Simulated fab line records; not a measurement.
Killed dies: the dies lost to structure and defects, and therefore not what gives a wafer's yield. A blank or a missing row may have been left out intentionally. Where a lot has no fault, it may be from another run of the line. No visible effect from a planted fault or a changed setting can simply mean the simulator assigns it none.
Matching of chambers | flow nand-harc | NHARC_A_STAIRCASE_DESCUM_186 on rie-diel-08 has 4 sister chambers
The step chemistry O2, time 3 s. 4 wafers are shown with their chamber, then 7 later ones without.

WAFERS, EACH WITH ITS CHAMBER
wafer  | chamber | drypump-motor-current-A (A)
L078.5 | 0       | 4.9
L079.3 | 3       | 6.3
L084.6 | 1       | 6.5
L091.5 | 2       | 5.5

WAFERS WITH NO CHAMBER GIVEN
wafer  | drypump-motor-current-A (A)
L091.6 | 6.3
L090.1 | 6.5
L090.2 | 6.2
L090.3 | 4.8
L094.1 | 6.3
L094.3 | 6.5
L094.4 | 5.5

WHICH CHAMBER EACH ONE RAN IN
wafer  | from the rows above | in truth
L091.6 | 3                   | 3
L090.1 | 1                   | 1
L090.2 | 3                   | 3
L090.3 | 0                   | 0
L094.1 | 3                   | 3
L094.3 | 1                   | 1
L094.4 | 2                   | 2
Correct placement for 7 of the 7. From these rows, 0 cannot be placed. Wrongly placed: 0.
How it was worked out, from the rows above alone: a wafer's distance from a chamber is the root of the sum, over the readings, of the square of ((its reading less the chamber's mean) divided by the reading's scatter). If the next closest chamber is less than 2 further off than the closest, the wafer can't be placed; otherwise it belongs to the closest. Each chamber's mean is taken over the wafers shown for it. The scatter: with one shown wafer a chamber, the root of the mean of the squares of how far each hidden wafer lies from its nearest shown one.
